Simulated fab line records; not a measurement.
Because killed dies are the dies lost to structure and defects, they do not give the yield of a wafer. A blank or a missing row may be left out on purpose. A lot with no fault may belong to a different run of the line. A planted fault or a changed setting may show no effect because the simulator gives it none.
Matching of chambers -- flow n5_finfet -- 4 sister chambers for N5_BEOL_M0_SAQP_ETCH_101 on rie_diel-04
The step etches SiNx in CH3F/O2, target depth 29.9 nm, time 42.7 s. 4 wafers are shown with their chamber, then 10 later ones without.

## WAFERS WITH THEIR CHAMBER
wafer,chamber,rf_vpp_V (V)
L089.2,0,295
L089.5,3,292
L090.1,2,315
L090.2,1,296

## WAFERS MISSING THEIR CHAMBER
wafer,rf_vpp_V (V)
L090.3,293
L091.1,296
L091.5,295
L091.6,296
L092.1,314
L092.3,292
L092.4,296
L097.2,314
L097.5,297
L097.6,313

## CHAMBER TAKEN BY EACH
wafer,from the rows above,in truth
L090.3,can't be placed: 3 or 0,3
L091.1,can't be placed: 1 or 0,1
L091.5,can't be placed: 0 or 1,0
L091.6,can't be placed: 1 or 0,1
L092.1,2,2
L092.3,3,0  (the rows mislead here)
L092.4,can't be placed: 1 or 0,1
L097.2,2,2
L097.5,can't be placed: 1 or 0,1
L097.6,2,2
Placed correctly: 3 of 10. From these rows, 6 cannot be placed; in 6 the true chamber is one of the candidates. Wrongly placed: 1.
How it was worked out, from the rows above alone: a wafer's distance from a chamber is the root of the sum, over the readings, of the square of ((its reading less the chamber's mean) divided by the reading's scatter). The wafer belongs to the nearest chamber; if the next one is less than 2 further off, it can't be placed. For every chamber, the mean is computed from those of its wafers that are shown. The scatter (one wafer shown for each chamber): square how far every hidden wafer sits from the nearest shown wafer, average those squares and take the square root.
